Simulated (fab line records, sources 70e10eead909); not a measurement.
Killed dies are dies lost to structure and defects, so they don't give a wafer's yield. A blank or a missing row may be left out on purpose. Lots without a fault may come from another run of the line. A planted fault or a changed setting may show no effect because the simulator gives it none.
Chamber matching | flow nand_harc | NHARC_A_STAIRCASE_DESCUM_270 on rie_diel-05: 4 sister chambers
The step chemistry O2, time 3 s. 4 wafers are shown with their chamber, then 9 later ones without.

WAFERS WITH THEIR CHAMBER
wafer  | chamber | drypump_motor_current_A (A)
L084.2 | 3       | 6.40
L087.1 | 2       | 6.12
L087.3 | 1       | 6.07
L087.4 | 0       | 5.85

WAFERS WITHOUT THEIR CHAMBER
wafer  | drypump_motor_current_A (A)
L088.1 | 5.84
L088.5 | 6.08
L088.6 | 6.10
L090.1 | 5.82
L090.4 | 6.14
L090.6 | 6.39
L091.2 | 6.07
L091.3 | 5.84
L091.6 | 5.87

WHICH CHAMBER EACH WENT THROUGH
wafer  | from the rows above     | in truth
L088.1 | 0                       | 0
L088.5 | can't be placed: 1 or 2 | 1
L088.6 | can't be placed: 2 or 1 | 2
L090.1 | 0                       | 0
L090.4 | 2                       | 2
L090.6 | 3                       | 3
L091.2 | 1                       | 1
L091.3 | 0                       | 0
L091.6 | 0                       | 0
Placed correctly: 7 of 9. Can't be placed from these rows: 2 (the true chamber is among the candidates in 2). Placed wrongly: 0.
How it was worked out, from the rows above alone: a wafer's distance from a chamber is the root of the sum, over the readings, of the square of ((its reading less the chamber's mean) divided by the reading's scatter). The wafer belongs to the nearest chamber; if the next one is less than 2 further off, it can't be placed. A chamber's mean is the mean of its shown wafers. The scatter: with one shown wafer a chamber, the root of the mean of the squares of how far each hidden wafer lies from its nearest shown one.
